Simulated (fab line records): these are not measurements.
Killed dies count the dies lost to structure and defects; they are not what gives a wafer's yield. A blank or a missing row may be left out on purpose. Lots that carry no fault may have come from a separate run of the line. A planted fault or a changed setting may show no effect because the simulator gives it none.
Which tool was responsible? || flow n5Finfet || 11 lots with 31 wafers sampled at 5 steps, on a route of 1938 steps

WHAT THE GAUGES READ, wafer by wafer
The record lacks any reading of a measuring or inspecting step that a usual standard deviation could be used to judge.

EACH LOT AND THE TOOL THAT RAN IT (in order: tool; ch and the chambers of the sampled wafers; start)
{"lot": "L975", "N5_BEOL_M11_STRIP_77": "rieDiel-02 ch 2,3, day 11 14:33 or earlier", "N5_BEOL_M11_CVD_75": "cvdCo-02 ch 1,2, day 11 14:33", "N5_BEOL_M11_SPUTTER_48": "pvdSputter-03, day 11 16:28", "N5_BEOL_M11_CMP_52": "cmp-01 ch 0,3, day 11 17:08", "N5_PASSIVATION_PROBE_49": "-"}
{"lot": "L978", "N5_BEOL_M11_STRIP_77": "rieDiel-02 ch 1,3, day 12 14:19 or earlier", "N5_BEOL_M11_CVD_75": "cvdCo-02 ch 0,2, day 12 14:19", "N5_BEOL_M11_SPUTTER_48": "pvdSputter-01, day 12 14:29", "N5_BEOL_M11_CMP_52": "cmp-03 ch 1, day 12 15:11", "N5_PASSIVATION_PROBE_49": "-"}
{"lot": "L977", "N5_BEOL_M11_STRIP_77": "rieDiel-02 ch 3, day 12 15:14 or earlier", "N5_BEOL_M11_CVD_75": "cvdCo-02 ch 1,2, day 12 15:14", "N5_BEOL_M11_SPUTTER_48": "pvdSputter-03, day 12 15:20", "N5_BEOL_M11_CMP_52": "cmp-03 ch 1,3, day 12 16:02", "N5_PASSIVATION_PROBE_49": "-"}
{"lot": "L985", "N5_BEOL_M11_STRIP_77": "rieDiel-05 ch 1,2, day 14 06:12 or earlier", "N5_BEOL_M11_CVD_75": "cvdCo-01 ch 0,1, day 14 06:12", "N5_BEOL_M11_SPUTTER_48": "pvdSputter-02, day 14 06:32", "N5_BEOL_M11_CMP_52": "cmp-03 ch 2,3, day 14 07:31", "N5_PASSIVATION_PROBE_49": "-"}
{"lot": "L987", "N5_BEOL_M11_STRIP_77": "rieDiel-05 ch 0,1,2, day 15 04:14 or earlier", "N5_BEOL_M11_CVD_75": "cvdCo-01 ch 0,1,2, day 15 04:14", "N5_BEOL_M11_SPUTTER_48": "pvdSputter-01, day 15 04:25", "N5_BEOL_M11_CMP_52": "cmp-01 ch 0,1,3, day 15 04:58", "N5_PASSIVATION_PROBE_49": "-"}
{"lot": "L988", "N5_BEOL_M11_STRIP_77": "rieDiel-04 ch 0,2, day 15 05:49 or earlier", "N5_BEOL_M11_CVD_75": "cvdCo-01 ch 0,1, day 15 05:49", "N5_BEOL_M11_SPUTTER_48": "pvdSputter-01, day 15 06:10", "N5_BEOL_M11_CMP_52": "cmp-01 ch 0,2,3, day 15 06:44", "N5_PASSIVATION_PROBE_49": "-"}
{"lot": "L989", "N5_BEOL_M11_STRIP_77": "rieDiel-02 ch 0,1, day 15 06:23 or earlier", "N5_BEOL_M11_CVD_75": "cvdCo-01 ch 0,1,2, day 15 06:23", "N5_BEOL_M11_SPUTTER_48": "pvdSputter-01, day 15 06:32", "N5_BEOL_M11_CMP_52": "cmp-03 ch 1,2,3, day 15 07:10", "N5_PASSIVATION_PROBE_49": "-"}
{"lot": "L972", "N5_BEOL_M11_STRIP_77": "rieDiel-02 ch 0,1, day 16 11:24 or earlier", "N5_BEOL_M11_CVD_75": "cvdCo-02 ch 1,2, day 16 11:24", "N5_BEOL_M11_SPUTTER_48": "pvdSputter-03, day 16 13:14", "N5_BEOL_M11_CMP_52": "cmp-01 ch 0,2, day 16 14:07", "N5_PASSIVATION_PROBE_49": "prober-01, day 18 00:07"}
{"lot": "L991", "N5_BEOL_M11_STRIP_77": "rieDiel-05 ch 2,3, day 16 18:23 or earlier", "N5_BEOL_M11_CVD_75": "cvdCo-02 ch 1,2, day 16 18:23", "N5_BEOL_M11_SPUTTER_48": "pvdSputter-03, day 16 18:50", "N5_BEOL_M11_CMP_52": "cmp-03 ch 2,3, day 16 19:44", "N5_PASSIVATION_PROBE_49": "-"}
{"lot": "L993", "N5_BEOL_M11_STRIP_77": "rieDiel-04 ch 1,2, day 17 07:03 or earlier", "N5_BEOL_M11_CVD_75": "cvdCo-01 ch 1,2, day 17 07:03", "N5_BEOL_M11_SPUTTER_48": "pvdSputter-03, day 17 08:48", "N5_BEOL_M11_CMP_52": "cmp-03 ch 0,1,2, day 17 09:25", "N5_PASSIVATION_PROBE_49": "-"}
{"lot": "L992", "N5_BEOL_M11_STRIP_77": "rieDiel-02 ch 0,1,2, day 18 02:20 or earlier", "N5_BEOL_M11_CVD_75": "cvdCo-01 ch 0,1, day 18 02:20", "N5_BEOL_M11_SPUTTER_48": "pvdSputter-03, day 18 02:27", "N5_BEOL_M11_CMP_52": "cmp-03 ch 0,2,3, day 18 03:56", "N5_PASSIVATION_PROBE_49": "-"}
- N5_BEOL_M11_STRIP_77: strips in N2/H2, time 10 s.
- N5_BEOL_M11_CVD_75: deposits Co from CCTBA/H2, target thk 2 nm, time 138.9 s.
- N5_BEOL_M11_SPUTTER_48: material Cu, target thk 12 nm, time 2 s.
- N5_BEOL_M11_CMP_52: polishes, stops on SiCOH lowk, t overpolish 7 s, target thk 140 nm.
- N5_PASSIVATION_PROBE_49

AS READ BY THE TOOLS THEMSELVES (means over the sampled wafers that have a number; for cases with no such wafer, the mark the record gives instead)
N5_BEOL_M11_STRIP_77. Usual: drypumpMotorCurrentA 5.6 A, standard deviation 0.36; oesProductAu 0.79 a.u., standard deviation 0.075; rfVppV 59.4 V, standard deviation 0.76; showerheadPlenumPTorr 2.58 Torr, standard deviation 0.086; throttleValvePct 23.8 %, standard deviation 0.32.
{"lot": "L975", "tool": "rieDiel-02", "drypumpMotorCurrentA (A)": 5.7, "oesProductAu (a.u.)": 0.78, "rfVppV (V)": 59.4, "showerheadPlenumPTorr (Torr)": 2.66, "throttleValvePct (%)": 23.6, "flag": ""}
{"lot": "L978", "tool": "rieDiel-02", "drypumpMotorCurrentA (A)": 5.9, "oesProductAu (a.u.)": 0.86, "rfVppV (V)": 60.2, "showerheadPlenumPTorr (Torr)": 2.63, "throttleValvePct (%)": 23.8, "flag": ""}
{"lot": "L977", "tool": "rieDiel-02", "drypumpMotorCurrentA (A)": 5.7, "oesProductAu (a.u.)": 0.87, "rfVppV (V)": 59.4, "showerheadPlenumPTorr (Torr)": 2.70, "throttleValvePct (%)": 23.5, "flag": ""}
{"lot": "L985", "tool": "rieDiel-05", "drypumpMotorCurrentA (A)": 6.0, "oesProductAu (a.u.)": 0.75, "rfVppV (V)": 59.0, "showerheadPlenumPTorr (Torr)": 2.51, "throttleValvePct (%)": 24.1, "flag": ""}
{"lot": "L987", "tool": "rieDiel-05", "drypumpMotorCurrentA (A)": 5.6, "oesProductAu (a.u.)": 0.78, "rfVppV (V)": 59.6, "showerheadPlenumPTorr (Torr)": 2.52, "throttleValvePct (%)": 24.3, "flag": ""}
{"lot": "L988", "tool": "rieDiel-04", "drypumpMotorCurrentA (A)": 5.3, "oesProductAu (a.u.)": 0.74, "rfVppV (V)": 58.8, "showerheadPlenumPTorr (Torr)": 2.60, "throttleValvePct (%)": 23.5, "flag": ""}
{"lot": "L989", "tool": "rieDiel-02", "drypumpMotorCurrentA (A)": 5.9, "oesProductAu (a.u.)": 0.80, "rfVppV (V)": 59.9, "showerheadPlenumPTorr (Torr)": 2.56, "throttleValvePct (%)": 24.1, "flag": ""}
{"lot": "L972", "tool": "rieDiel-02", "drypumpMotorCurrentA (A)": 5.9, "oesProductAu (a.u.)": 0.79, "rfVppV (V)": 59.7, "showerheadPlenumPTorr (Torr)": 2.56, "throttleValvePct (%)": 24.1, "flag": ""}
{"lot": "L991", "tool": "rieDiel-05", "drypumpMotorCurrentA (A)": 5.6, "oesProductAu (a.u.)": 0.71, "rfVppV (V)": 59.1, "showerheadPlenumPTorr (Torr)": 2.40, "throttleValvePct (%)": 23.8, "flag": ""}
{"lot": "L993", "tool": "rieDiel-04", "drypumpMotorCurrentA (A)": 5.0, "oesProductAu (a.u.)": 0.77, "rfVppV (V)": 58.9, "showerheadPlenumPTorr (Torr)": 2.58, "throttleValvePct (%)": 23.7, "flag": ""}
{"lot": "L992", "tool": "rieDiel-02", "drypumpMotorCurrentA (A)": 5.8, "oesProductAu (a.u.)": 0.75, "rfVppV (V)": 59.8, "showerheadPlenumPTorr (Torr)": 2.57, "throttleValvePct (%)": 24.0, "flag": ""}

N5_BEOL_M11_CVD_75. Usual: 162.0 s for runLengthS, sd 0.63.
{"lot": "L975", "tool": "cvdCo-02", "runLengthS (s)": 161.7, "flag": ""}
{"lot": "L978", "tool": "cvdCo-02", "runLengthS (s)": 203.1, "flag": "OFF"}
{"lot": "L977", "tool": "cvdCo-02", "runLengthS (s)": 202.7, "flag": "OFF"}
{"lot": "L985", "tool": "cvdCo-01", "runLengthS (s)": 161.8, "flag": ""}
{"lot": "L987", "tool": "cvdCo-01", "runLengthS (s)": 162.1, "flag": ""}
{"lot": "L988", "tool": "cvdCo-01", "runLengthS (s)": 161.9, "flag": ""}
{"lot": "L989", "tool": "cvdCo-01", "runLengthS (s)": 161.8, "flag": ""}
{"lot": "L972", "tool": "cvdCo-02", "runLengthS (s)": 162.3, "flag": ""}
{"lot": "L991", "tool": "cvdCo-02", "runLengthS (s)": 162.2, "flag": ""}
{"lot": "L993", "tool": "cvdCo-01", "runLengthS (s)": 161.9, "flag": ""}
{"lot": "L992", "tool": "cvdCo-01", "runLengthS (s)": 161.8, "flag": ""}

N5_BEOL_M11_SPUTTER_48. Usual: chamberPressurePa 0.12998 Pa, standard deviation 0.00024; substrateTempC -19.99 C, standard deviation 0.12; throttleValvePct 29.3 %, standard deviation 1.2.
{"lot": "L975", "tool": "pvdSputter-03", "chamberPressurePa (Pa)": 0.13015, "substrateTempC (C)": -19.99, "throttleValvePct (%)": 30.0, "flag": ""}
{"lot": "L978", "tool": "pvdSputter-01", "chamberPressurePa (Pa)": 0.12995, "substrateTempC (C)": -19.97, "throttleValvePct (%)": 30.6, "flag": ""}
{"lot": "L977", "tool": "pvdSputter-03", "chamberPressurePa (Pa)": 0.13022, "substrateTempC (C)": -19.93, "throttleValvePct (%)": 27.6, "flag": ""}
{"lot": "L985", "tool": "pvdSputter-02", "chamberPressurePa (Pa)": 0.12995, "substrateTempC (C)": -19.95, "throttleValvePct (%)": 29.8, "flag": ""}
{"lot": "L987", "tool": "pvdSputter-01", "chamberPressurePa (Pa)": 0.12991, "substrateTempC (C)": -20.06, "throttleValvePct (%)": 28.9, "flag": ""}
{"lot": "L988", "tool": "pvdSputter-01", "chamberPressurePa (Pa)": 0.13014, "substrateTempC (C)": -20.10, "throttleValvePct (%)": 29.9, "flag": ""}
{"lot": "L989", "tool": "pvdSputter-01", "chamberPressurePa (Pa)": 0.12989, "substrateTempC (C)": -20.02, "throttleValvePct (%)": 28.5, "flag": ""}
{"lot": "L972", "tool": "pvdSputter-03", "chamberPressurePa (Pa)": 0.13005, "substrateTempC (C)": -19.96, "throttleValvePct (%)": 29.3, "flag": ""}
{"lot": "L991", "tool": "pvdSputter-03", "chamberPressurePa (Pa)": 0.13010, "substrateTempC (C)": -19.95, "throttleValvePct (%)": 27.9, "flag": ""}
{"lot": "L993", "tool": "pvdSputter-03", "chamberPressurePa (Pa)": 0.13006, "substrateTempC (C)": -19.99, "throttleValvePct (%)": 28.8, "flag": ""}
{"lot": "L992", "tool": "pvdSputter-03", "chamberPressurePa (Pa)": 0.12997, "substrateTempC (C)": -19.96, "throttleValvePct (%)": 29.2, "flag": ""}

N5_BEOL_M11_CMP_52. Usual: barrierFieldEndpointS 28.6 s, standard deviation 0.92; motorCurrentA 5.7 A, standard deviation 0.6; overpolishRunS 7.000 s, standard deviation 0.0085; timeToEndpointS 66 s, standard deviation 4.
{"lot": "L975", "tool": "cmp-01", "barrierFieldEndpointS (s)": 28.3, "motorCurrentA (A)": 5.6, "overpolishRunS (s)": 6.999, "timeToEndpointS (s)": 65, "flag": ""}
{"lot": "L978", "tool": "cmp-03", "barrierFieldEndpointS (s)": 28.2, "motorCurrentA (A)": 5.0, "overpolishRunS (s)": 7.000, "timeToEndpointS (s)": 68, "flag": ""}
{"lot": "L977", "tool": "cmp-03", "barrierFieldEndpointS (s)": 28.1, "motorCurrentA (A)": 5.2, "overpolishRunS (s)": 7.005, "timeToEndpointS (s)": 65, "flag": ""}
{"lot": "L985", "tool": "cmp-03", "barrierFieldEndpointS (s)": 28.0, "motorCurrentA (A)": 5.5, "overpolishRunS (s)": 6.997, "timeToEndpointS (s)": 67, "flag": ""}
{"lot": "L987", "tool": "cmp-01", "barrierFieldEndpointS (s)": 29.3, "motorCurrentA (A)": 5.7, "overpolishRunS (s)": 7.008, "timeToEndpointS (s)": 65, "flag": ""}
{"lot": "L988", "tool": "cmp-01", "barrierFieldEndpointS (s)": 29.6, "motorCurrentA (A)": 5.9, "overpolishRunS (s)": 7.005, "timeToEndpointS (s)": 68, "flag": ""}
{"lot": "L989", "tool": "cmp-03", "barrierFieldEndpointS (s)": 28.6, "motorCurrentA (A)": 5.3, "overpolishRunS (s)": 7.002, "timeToEndpointS (s)": 68, "flag": ""}
{"lot": "L972", "tool": "cmp-01", "barrierFieldEndpointS (s)": 29.4, "motorCurrentA (A)": 6.2, "overpolishRunS (s)": 7.004, "timeToEndpointS (s)": 71, "flag": ""}
{"lot": "L991", "tool": "cmp-03", "barrierFieldEndpointS (s)": 29.1, "motorCurrentA (A)": 5.5, "overpolishRunS (s)": 7.000, "timeToEndpointS (s)": 68, "flag": ""}
{"lot": "L993", "tool": "cmp-03", "barrierFieldEndpointS (s)": 28.5, "motorCurrentA (A)": 5.6, "overpolishRunS (s)": 6.998, "timeToEndpointS (s)": 64, "flag": ""}
{"lot": "L992", "tool": "cmp-03", "barrierFieldEndpointS (s)": 28.6, "motorCurrentA (A)": 5.9, "overpolishRunS (s)": 7.003, "timeToEndpointS (s)": 64, "flag": ""}

N5_PASSIVATION_PROBE_49. Usual: defectLimitedYield 91.0 %, standard deviation 1.3; killed_at_M0_to_M3 33, standard deviation 10; killed_at_M4_up 14, standard deviation 5.6; killedAtContacts 12, standard deviation 5.8; killedAtFrontEnd 43, standard deviation 11; killedAtOther 4.1, standard deviation 2.8; killedDies 106, standard deviation 15; killedOpen 70, standard deviation 12; killedShort 34, standard deviation 7.5; sort_bin_4_leakage 0.00 %, standard deviation 0.0099; sort_bin_5_function 5.3 %, standard deviation 0.88; sort_bin_6_memory 3.3 %, standard deviation 0.64; sort_bin_8_speed 0.00 %, standard deviation 0.016; sortNPass 1074, standard deviation 15; sortYieldPct 91.0 %, standard deviation 1.3.
{"lot": "L972", "tool": "prober-01", "defectLimitedYield (%)": 90.6, "killed_at_M0_to_M3": 21, "killed_at_M4_up": 17, "killedAtContacts": 12, "killedAtFrontEnd": 58, "killedAtOther": 1.7, "killedDies": 110, "killedOpen": 67, "killedShort": 42, "sort_bin_4_leakage (%)": 0.00, "sort_bin_5_function (%)": 5.5, "sort_bin_6_memory (%)": 3.3, "sort_bin_8_speed (%)": 0.00, "sortNPass": 1070, "sortYieldPct (%)": 90.6, "flag": ""}

THE ANSWER, worked out from the rows above alone
Rule: take the mean of a lot's wafers that have a number; if it is more than 3 standard deviations from the usual mean, the lot is off. Also off: a lot with no number at a reading for which 4 or more lots have one. All remaining lots with rows at the step are treated as sound. Order of review: gauges by route order, followed by the tools' own readings, for which a lot's mean as printed above is used. The first step at which some lot is off is used, and at that step the reading that is off furthest; a lot without a number counts as furthest.
Off: L978, L977 (N5_BEOL_M11_CVD_75, runLengthS).
If a tool, at that step or one of the process steps before it, ran each lot that is off and ran no sound lot following the first of them, it fits. N5_BEOL_M11_STRIP_77 gives no start for some lots, so the hours and the order of its lots are those of N5_BEOL_M11_CVD_75. Not one of the candidates tried fits.

WHAT THE SIMULATOR HAD INSERTED
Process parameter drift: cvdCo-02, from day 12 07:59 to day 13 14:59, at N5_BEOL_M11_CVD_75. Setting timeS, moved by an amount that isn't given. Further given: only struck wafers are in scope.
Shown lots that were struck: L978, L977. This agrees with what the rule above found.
